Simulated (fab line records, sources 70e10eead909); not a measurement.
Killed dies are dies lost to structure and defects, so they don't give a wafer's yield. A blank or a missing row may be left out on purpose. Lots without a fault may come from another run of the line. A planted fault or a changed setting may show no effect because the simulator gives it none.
The tool behind it: which one? / flow nand_harc / 11 lots with 32 wafers sampled at 6 steps, on a route of 1159 steps

== WHAT THE GAUGES READ, wafer by wafer ==
NHARC_A_BLC_CD_MEAS_10 targets a cd of 100 nm.
lot=L603; measured=day 17 14:37; on=cd_sem-02; cd_nm (nm)=100.1 99.6 100.6
lot=L604; measured=day 17 16:37; on=cd_sem-01; cd_nm (nm)=100.6 101.1 100.9
lot=L608; measured=day 18 02:17; on=cd_sem-02; cd_nm (nm)=101.1 99.8 101.2
lot=L605; measured=day 18 02:20; on=cd_sem-01; cd_nm (nm)=100.0 101.1 100.5
lot=L614; measured=day 20 03:35; on=cd_sem-03; cd_nm (nm)=100.3 110.8
lot=L618; measured=day 21 01:05; on=cd_sem-03; cd_nm (nm)=100.5 99.9 100.1
lot=L619; measured=day 21 14:16; on=cd_sem-03; cd_nm (nm)=100.8 100.1 101.2
lot=L621; measured=day 22 01:12; on=cd_sem-01; cd_nm (nm)=99.7 99.5 100.5
lot=L620; measured=day 22 03:44; on=cd_sem-03; cd_nm (nm)=100.0 100.6 100.0
lot=L624; measured=day 22 22:52; on=cd_sem-03; cd_nm (nm)=100.7 101.5 101.4
lot=L626; measured=day 23 07:28; on=cd_sem-03; cd_nm (nm)=100.9 100.9 100.2

NHARC_END_SORT_01.
lot=L614; measured=day 22 12:19; on=prober-02; killed_at_array=45; killed_at_other=1; killed_at_periphery=8; killed_dies=54; killed_open=5; killed_short=3

== WHICH TOOL RAN EACH LOT (tool, then ch and the chambers of the sampled wafers, then the start) ==
lot=L603; NHARC_A_BLC_PEB_08=litho_track-06 ch 0, day 17 14:32; NHARC_A_BLC_ETCH_16=rie_diel-02 ch 0,1,3, day 17 14:53; NHARC_A_BLC_STRIP_29=rie_diel-08 ch 0,2,3, day 17 15:51; NHARC_A_BLC_STRIP_21=rie_diel-08 ch 0,1,3, day 17 16:04
lot=L604; NHARC_A_BLC_PEB_08=litho_track-04 ch 0, day 17 16:31; NHARC_A_BLC_ETCH_16=rie_diel-09 ch 0,1,3, day 17 16:53; NHARC_A_BLC_STRIP_29=rie_diel-09 ch 0,3, day 17 18:01; NHARC_A_BLC_STRIP_21=rie_diel-09 ch 0,1,3, day 17 18:08
lot=L608; NHARC_A_BLC_PEB_08=litho_track-04 ch 0, day 18 02:13; NHARC_A_BLC_ETCH_16=rie_diel-09 ch 0,1,3, day 18 02:35; NHARC_A_BLC_STRIP_29=rie_diel-09 ch 0,3, day 18 03:42; NHARC_A_BLC_STRIP_21=rie_diel-09 ch 0,3, day 18 03:50
lot=L605; NHARC_A_BLC_PEB_08=litho_track-01 ch 0, day 18 02:16; NHARC_A_BLC_ETCH_16=rie_diel-02 ch 0,1, day 18 02:37; NHARC_A_BLC_STRIP_29=rie_diel-02 ch 0,1,3, day 18 03:36; NHARC_A_BLC_STRIP_21=rie_diel-02 ch 0,1, day 18 03:40
lot=L614; NHARC_A_BLC_PEB_08=litho_track-04 ch 0, day 20 03:31; NHARC_A_BLC_ETCH_16=rie_diel-02 ch 1,2, day 20 03:52; NHARC_A_BLC_STRIP_29=rie_diel-02 ch 2,3, day 20 04:55; NHARC_A_BLC_STRIP_21=rie_diel-02 ch 0,1, day 20 05:00
lot=L618; NHARC_A_BLC_PEB_08=litho_track-06 ch 0, day 21 01:00; NHARC_A_BLC_ETCH_16=rie_diel-02 ch 1,2,3, day 21 01:32; NHARC_A_BLC_STRIP_29=rie_diel-09 ch 0,1,3, day 21 02:31; NHARC_A_BLC_STRIP_21=rie_diel-09 ch 0,3, day 21 02:37
lot=L619; NHARC_A_BLC_PEB_08=litho_track-06 ch 0, day 21 14:11; NHARC_A_BLC_ETCH_16=rie_diel-02 ch 1,2,3, day 21 14:34; NHARC_A_BLC_STRIP_29=rie_diel-09 ch 0,1,3, day 21 15:32; NHARC_A_BLC_STRIP_21=rie_diel-09 ch 0,1,3, day 21 15:40
lot=L621; NHARC_A_BLC_PEB_08=litho_track-06 ch 0, day 22 01:07; NHARC_A_BLC_ETCH_16=rie_diel-08 ch 1,2,3, day 22 01:29; NHARC_A_BLC_STRIP_29=rie_diel-09 ch 0,1, day 22 02:26; NHARC_A_BLC_STRIP_21=rie_diel-09 ch 0,3, day 22 02:32
lot=L620; NHARC_A_BLC_PEB_08=litho_track-06 ch 0, day 22 03:40; NHARC_A_BLC_ETCH_16=rie_diel-08 ch 1,2,3, day 22 04:03; NHARC_A_BLC_STRIP_29=rie_diel-09 ch 0,1,2, day 22 05:04; NHARC_A_BLC_STRIP_21=rie_diel-09 ch 1,2,3, day 22 05:10
lot=L624; NHARC_A_BLC_PEB_08=litho_track-06 ch 0, day 22 22:47; NHARC_A_BLC_ETCH_16=rie_diel-02 ch 1,3, day 22 23:09; NHARC_A_BLC_STRIP_29=rie_diel-02 ch 1,2, day 23 00:17; NHARC_A_BLC_STRIP_21=rie_diel-02 ch 1,3, day 23 00:25
lot=L626; NHARC_A_BLC_PEB_08=litho_track-06 ch 0, day 23 07:23; NHARC_A_BLC_ETCH_16=rie_diel-02 ch 0,2,3, day 23 07:44; NHARC_A_BLC_STRIP_29=rie_diel-02 ch 0,2,3, day 23 08:41; NHARC_A_BLC_STRIP_21=rie_diel-02 ch 0,1,3, day 23 08:48
- NHARC_A_BLC_PEB_08: peb time 65 s.
- NHARC_A_BLC_ETCH_16: etches the open film in CF4, target depth 39 nm, time 65 s.
- NHARC_A_BLC_STRIP_29: strips in CF4.
- NHARC_A_BLC_STRIP_21: strips in O2.

== WHAT THE TOOLS THEMSELVES READ (means of the sampled wafers that have a number; where no wafer has one, the mark that the record gives instead) ==
NHARC_A_BLC_ETCH_16.
lot=L603; tool=rie_diel-02; bias_w (W)=100.2; drypump_motor_current_A (A)=5.4; oes_product_au (a.u.)=0.989; rf_fwd_power_W (W)=297.2; rf_vpp_V (V)=152.0; showerhead_plenum_p_Torr (Torr)=1.74; throttle_valve_pct (%)=13.283
lot=L604; tool=rie_diel-09; bias_w (W)=100.0; drypump_motor_current_A (A)=6.1; oes_product_au (a.u.)=0.987; rf_fwd_power_W (W)=297.9; rf_vpp_V (V)=152.1; showerhead_plenum_p_Torr (Torr)=1.81; throttle_valve_pct (%)=13.281
lot=L608; tool=rie_diel-09; bias_w (W)=99.8; drypump_motor_current_A (A)=6.1; oes_product_au (a.u.)=1.001; rf_fwd_power_W (W)=297.0; rf_vpp_V (V)=151.7; showerhead_plenum_p_Torr (Torr)=1.81; throttle_valve_pct (%)=13.283
lot=L605; tool=rie_diel-02; bias_w (W)=99.8; drypump_motor_current_A (A)=5.2; oes_product_au (a.u.)=0.992; rf_fwd_power_W (W)=296.4; rf_vpp_V (V)=151.4; showerhead_plenum_p_Torr (Torr)=1.78; throttle_valve_pct (%)=13.285
lot=L614; tool=rie_diel-02; bias_w (W)=100.3; drypump_motor_current_A (A)=5.1; oes_product_au (a.u.)=1.003; rf_fwd_power_W (W)=295.3; rf_vpp_V (V)=151.9; showerhead_plenum_p_Torr (Torr)=1.75; throttle_valve_pct (%)=13.290
lot=L618; tool=rie_diel-02; bias_w (W)=99.8; drypump_motor_current_A (A)=5.3; oes_product_au (a.u.)=0.992; rf_fwd_power_W (W)=297.0; rf_vpp_V (V)=151.1; showerhead_plenum_p_Torr (Torr)=1.71; throttle_valve_pct (%)=13.277
lot=L619; tool=rie_diel-02; bias_w (W)=100.3; drypump_motor_current_A (A)=5.2; oes_product_au (a.u.)=0.986; rf_fwd_power_W (W)=296.4; rf_vpp_V (V)=149.8; showerhead_plenum_p_Torr (Torr)=1.71; throttle_valve_pct (%)=13.278
lot=L621; tool=rie_diel-08; bias_w (W)=99.8; drypump_motor_current_A (A)=5.7; oes_product_au (a.u.)=0.993; rf_fwd_power_W (W)=297.0; rf_vpp_V (V)=151.3; showerhead_plenum_p_Torr (Torr)=1.77; throttle_valve_pct (%)=13.283
lot=L620; tool=rie_diel-08; bias_w (W)=100.0; drypump_motor_current_A (A)=5.7; oes_product_au (a.u.)=0.995; rf_fwd_power_W (W)=296.7; rf_vpp_V (V)=151.5; showerhead_plenum_p_Torr (Torr)=1.77; throttle_valve_pct (%)=13.293
lot=L624; tool=rie_diel-02; bias_w (W)=99.9; drypump_motor_current_A (A)=5.2; oes_product_au (a.u.)=0.993; rf_fwd_power_W (W)=296.2; rf_vpp_V (V)=151.2; showerhead_plenum_p_Torr (Torr)=1.72; throttle_valve_pct (%)=13.292
lot=L626; tool=rie_diel-02; bias_w (W)=100.0; drypump_motor_current_A (A)=5.4; oes_product_au (a.u.)=1.021; rf_fwd_power_W (W)=297.8; rf_vpp_V (V)=151.5; showerhead_plenum_p_Torr (Torr)=1.74; throttle_valve_pct (%)=13.282

NHARC_A_BLC_STRIP_29.
lot=L603; tool=rie_diel-08; drypump_motor_current_A (A)=5.8; oes_product_au (a.u.)=0.997; rf_vpp_V (V)=58.5; showerhead_plenum_p_Torr (Torr)=1.67; throttle_valve_pct (%)=13.279
lot=L604; tool=rie_diel-09; drypump_motor_current_A (A)=5.9; oes_product_au (a.u.)=0.992; rf_vpp_V (V)=60.3; showerhead_plenum_p_Torr (Torr)=1.83; throttle_valve_pct (%)=13.289
lot=L608; tool=rie_diel-09; drypump_motor_current_A (A)=5.9; oes_product_au (a.u.)=0.988; rf_vpp_V (V)=59.1; showerhead_plenum_p_Torr (Torr)=1.82; throttle_valve_pct (%)=13.281
lot=L605; tool=rie_diel-02; drypump_motor_current_A (A)=5.4; oes_product_au (a.u.)=0.992; rf_vpp_V (V)=60.0; showerhead_plenum_p_Torr (Torr)=1.74; throttle_valve_pct (%)=13.279
lot=L614; tool=rie_diel-02; drypump_motor_current_A (A)=5.4; oes_product_au (a.u.)=0.996; rf_vpp_V (V)=59.2; showerhead_plenum_p_Torr (Torr)=1.69; throttle_valve_pct (%)=13.288
lot=L618; tool=rie_diel-09; drypump_motor_current_A (A)=6.1; oes_product_au (a.u.)=0.994; rf_vpp_V (V)=59.4; showerhead_plenum_p_Torr (Torr)=1.80; throttle_valve_pct (%)=13.285
lot=L619; tool=rie_diel-09; drypump_motor_current_A (A)=6.1; oes_product_au (a.u.)=1.006; rf_vpp_V (V)=59.5; showerhead_plenum_p_Torr (Torr)=1.80; throttle_valve_pct (%)=13.284
lot=L621; tool=rie_diel-09; drypump_motor_current_A (A)=6.1; oes_product_au (a.u.)=1.004; rf_vpp_V (V)=58.7; showerhead_plenum_p_Torr (Torr)=1.78; throttle_valve_pct (%)=13.286
lot=L620; tool=rie_diel-09; drypump_motor_current_A (A)=6.2; oes_product_au (a.u.)=1.005; rf_vpp_V (V)=59.0; showerhead_plenum_p_Torr (Torr)=1.79; throttle_valve_pct (%)=13.286
lot=L624; tool=rie_diel-02; drypump_motor_current_A (A)=5.2; oes_product_au (a.u.)=1.004; rf_vpp_V (V)=59.7; showerhead_plenum_p_Torr (Torr)=1.74; throttle_valve_pct (%)=13.286
lot=L626; tool=rie_diel-02; drypump_motor_current_A (A)=5.5; oes_product_au (a.u.)=1.007; rf_vpp_V (V)=59.2; showerhead_plenum_p_Torr (Torr)=1.74; throttle_valve_pct (%)=13.283

NHARC_A_BLC_STRIP_21.
lot=L603; tool=rie_diel-08; drypump_motor_current_A (A)=5.6; oes_product_au (a.u.)=0.992; rf_vpp_V (V)=58.1; showerhead_plenum_p_Torr (Torr)=3.36; throttle_valve_pct (%)=17.040
lot=L604; tool=rie_diel-09; drypump_motor_current_A (A)=6.1; oes_product_au (a.u.)=0.990; rf_vpp_V (V)=58.1; showerhead_plenum_p_Torr (Torr)=3.60; throttle_valve_pct (%)=17.037
lot=L608; tool=rie_diel-09; drypump_motor_current_A (A)=6.0; oes_product_au (a.u.)=0.996; rf_vpp_V (V)=57.7; showerhead_plenum_p_Torr (Torr)=3.59; throttle_valve_pct (%)=17.036
lot=L605; tool=rie_diel-02; drypump_motor_current_A (A)=5.4; oes_product_au (a.u.)=0.989; rf_vpp_V (V)=58.3; showerhead_plenum_p_Torr (Torr)=3.60; throttle_valve_pct (%)=17.048
lot=L614; tool=rie_diel-02; drypump_motor_current_A (A)=5.3; oes_product_au (a.u.)=0.988; rf_vpp_V (V)=57.7; showerhead_plenum_p_Torr (Torr)=3.57; throttle_valve_pct (%)=17.034
lot=L618; tool=rie_diel-09; drypump_motor_current_A (A)=6.0; oes_product_au (a.u.)=0.999; rf_vpp_V (V)=57.8; showerhead_plenum_p_Torr (Torr)=3.63; throttle_valve_pct (%)=17.041
lot=L619; tool=rie_diel-09; drypump_motor_current_A (A)=6.1; oes_product_au (a.u.)=1.004; rf_vpp_V (V)=58.1; showerhead_plenum_p_Torr (Torr)=3.60; throttle_valve_pct (%)=17.043
lot=L621; tool=rie_diel-09; drypump_motor_current_A (A)=5.9; oes_product_au (a.u.)=0.999; rf_vpp_V (V)=58.1; showerhead_plenum_p_Torr (Torr)=3.63; throttle_valve_pct (%)=17.035
lot=L620; tool=rie_diel-09; drypump_motor_current_A (A)=6.2; oes_product_au (a.u.)=0.999; rf_vpp_V (V)=58.2; showerhead_plenum_p_Torr (Torr)=3.62; throttle_valve_pct (%)=17.030
lot=L624; tool=rie_diel-02; drypump_motor_current_A (A)=5.4; oes_product_au (a.u.)=1.004; rf_vpp_V (V)=57.9; showerhead_plenum_p_Torr (Torr)=3.35; throttle_valve_pct (%)=17.050
lot=L626; tool=rie_diel-02; drypump_motor_current_A (A)=5.4; oes_product_au (a.u.)=1.004; rf_vpp_V (V)=57.0; showerhead_plenum_p_Torr (Torr)=3.47; throttle_valve_pct (%)=17.045

== THE ANSWER, worked out from the rows above alone ==
Rule: usual is defined by the lots themselves. Put in order of their means at a reading, lots are off if they are a third of the lots or fewer, leave a main group of 4 or more, and stand apart from it by a gap of 3 or more times the standard deviation of the main group's means; of several such gaps the widest counts. The tables above print the reading to a certain number of digits; a main group whose means all agree to those digits is not used. Also off: a lot with no number at a reading for which 4 or more lots have one. Any other lot the step has rows for is counted as sound. Order of review: gauges by route order, followed by the tools' own readings, for which a lot's mean as printed above is used. The first step at which some lot is off is used, and at that step the reading that is off furthest; a lot without a number counts as furthest.
Off, at NHARC_A_BLC_CD_MEAS_10 on cd_nm: L614. Mean 100.5 nm and standard deviation 0.38 in the main group.
If a tool, at a process step before that reading, ran all the lots that are off and no sound lot after the first of them, it fits. The gauges at NHARC_A_BLC_CD_MEAS_10 are tried like those tools. One fits: litho_track-04 at NHARC_A_BLC_PEB_08. Its last sound lot is L608 (day 18 02:13), its first lot that is off L614 (day 20 03:31): a fault that began between those two fits.

== WHAT WAS PUT IN BY THE SIMULATOR ==
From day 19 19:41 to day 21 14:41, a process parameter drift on litho_track-04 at NHARC_A_BLC_PEB_08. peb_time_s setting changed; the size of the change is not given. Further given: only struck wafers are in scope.
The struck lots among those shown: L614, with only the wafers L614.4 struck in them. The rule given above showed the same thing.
